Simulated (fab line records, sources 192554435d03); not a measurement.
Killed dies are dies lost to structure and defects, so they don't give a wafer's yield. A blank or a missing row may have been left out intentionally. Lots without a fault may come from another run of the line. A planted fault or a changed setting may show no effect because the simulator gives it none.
Split-lot study    flow n5_finfet    21 wafers read from 7 lots, route of 1938 steps

THE SPLIT
At N5_PASSIVATION_EXPOSE_27 (exposes mask PAD, defocus 0 nm), the setting dose_mj was moved away from the recipe's 32.3 on 6 of the 21 wafers read, by -3.8% to +4.4%. All remaining wafers had this setting at the recipe value.

FROM THE SPLIT TO THE READING: what the file shows between them, 3 steps
- N5_PASSIVATION_PEB_28
- N5_PASSIVATION_DEVELOP_29: develop time 60 s
- N5_PASSIVATION_HARDBAKE_31: time 120 s

THE READING
cd_nm, in nm, at N5_PASSIVATION_CD_MEAS_30 (target cd 4000 nm). Typical for fault-free wafers on this fab line: 4000.3 nm, with standard deviation 1.9 nm.

wafer   tool, chamber at the split  dose_mj as run  against the recipe  cd_nm, nm  against lot-mates on the recipe
L076.4  krf_scanner-02, 0           32.3            recipe              4001.9     -
L076.5  krf_scanner-02, 0           32.3            recipe              4001.0     -
L076.6  krf_scanner-02, 0           32.3            recipe              3998.6     -
L077.1  krf_scanner-02, 0           32.3            recipe              4001.7     -
L077.2  krf_scanner-02, 0           32.3            recipe              4002.5     -
L077.6  krf_scanner-02, 0           32.3            recipe              3999.2     -
L084.1  krf_scanner-02, 0           32.3            recipe              3997.5     -
L084.2  krf_scanner-02, 0           31.13           -3.6%               3994.3     -3.4
L084.3  krf_scanner-02, 0           32.3            recipe              3998.0     -
L085.3  krf_scanner-02, 0           31.25           -3.3%               3994.6     -5.7
L085.5  krf_scanner-02, 0           31.25           -3.3%               3994.5     -5.8
L085.6  krf_scanner-02, 0           32.3            recipe              4000.3     -
L090.1  krf_scanner-01, 0           32.3            recipe              3997.3     -
L090.2  krf_scanner-01, 0           32.3            recipe              4000.6     -
L090.4  krf_scanner-01, 0           32.3            recipe              3996.9     -
L093.3  krf_scanner-01, 0           33.72           +4.4%               4006.9     +6.5
L093.5  krf_scanner-01, 0           32.3            recipe              4001.2     -
L093.6  krf_scanner-01, 0           32.3            recipe              3999.7     -
L097.1  krf_scanner-01, 0           32.3            recipe              4004.3     -
L097.2  krf_scanner-01, 0           31.07           -3.8%               3994.0     -10.3
L097.5  krf_scanner-01, 0           31.07           -3.8%               3996.3     -8.0

THE FIT
A straight line over all 21 wafers: cd_nm changes by +1.5 nm for each +1% of dose_mj; r = +0.84; the points scatter about the line by 1.9 nm.
The same after taking each lot's own level away (the mean of its wafers on the recipe; 21 wafers): +1.77 nm for each +1%; r = +0.91; scatter 1.5 nm.
Per that fit: largest dose_mj move, reading shift of 7.8 nm.
From 3997.75 to 4004.30 nm: that is the span of the lots' own levels, equal to 3.4 times the standard deviation above.
So the slope is not independent of the lot-to-lot level: the two fits are not the same.
Check: for one of the wafers moved furthest among these (+4.4%), held out of the fit, the line's prediction against its lot-mates is +8.35 nm. Against them it came out at +6.45 nm.

OTHER SPLITS APPLIED TO THESE WAFERS
These wafers also went through other splits before the reading. Each is held against what the fit with the lots' levels taken away leaves over:
other split on the same wafers         wafers away from the commonest value  r with cd_nm (lot level and that fit taken away)
N5_BEOL_M13_EXPOSE_25 dose_mj          8                                     -0.27
N5_BEOL_M13_DEVELOP_27 develop_time_s  4                                     -0.36
N5_BEOL_M14_ILD_DEP_00 temp_c          7                                     -0.03
N5_BEOL_M14_PEB_08 peb_time_s          5                                     +0.05
N5_BEOL_M15_SPUTTER_44 time_s          7                                     -0.12
N5_PASSIVATION_PASS_ETCH_74 source_w   11                                    -0.33

THE FILE'S OWN FIT
cd_nm changes by +1.63 nm for each +1% of dose_mj, r = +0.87.
